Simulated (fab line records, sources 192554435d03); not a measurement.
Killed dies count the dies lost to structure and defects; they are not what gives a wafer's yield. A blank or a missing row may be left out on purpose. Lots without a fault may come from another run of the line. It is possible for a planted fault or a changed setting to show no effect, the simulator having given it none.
Matching of chambers | flow n5-finfet | N5_FIN_CUT_ETCH_30 on rie-diel-05 has 4 sister chambers
The step etches underlayer in N2/H2, target depth 13 nm, time 10.4 s. 4 wafers are shown with their chamber, then 7 later ones without.

== WAFERS, EACH WITH ITS CHAMBER ==
wafer  | chamber | drypump-motor-current-A (A)
L077.5 | 1       | 5.6
L082.5 | 3       | 5.9
L087.2 | 2       | 5.3
L087.3 | 0       | 5.8

== WAFERS WITHOUT THEIR CHAMBER ==
wafer  | drypump-motor-current-A (A)
L087.5 | 5.8
L088.1 | 5.8
L088.3 | 5.5
L088.5 | 5.8
L090.1 | 5.5
L090.3 | 5.8
L090.4 | 5.8

== WHICH CHAMBER EACH WENT THROUGH ==
wafer  | from the rows above     | in truth
L087.5 | can't be placed: 0 or 3 | 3
L088.1 | can't be placed: 0 or 3 | 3
L088.3 | can't be placed: 1 or 2 | 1
L088.5 | can't be placed: 0 or 3 | 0
L090.1 | can't be placed: 1 or 2 | 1
L090.3 | can't be placed: 0 or 3 | 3
L090.4 | can't be placed: 0 or 3 | 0
0 of 7 placed correctly. These rows do not allow placing 7 (true chamber among the candidates in 7). Placed wrongly: 0.
How it was worked out, from the rows above alone: a wafer's distance from a chamber is the root of the sum, over the readings, of the square of ((its reading less the chamber's mean) divided by the reading's scatter). The wafer belongs to the nearest chamber; if the next one is less than 2 further off, it can't be placed. Each chamber's mean is taken over the wafers shown for it. The scatter: root of mean squared gap, hidden wafer to nearest shown wafer, with one shown wafer a chamber.
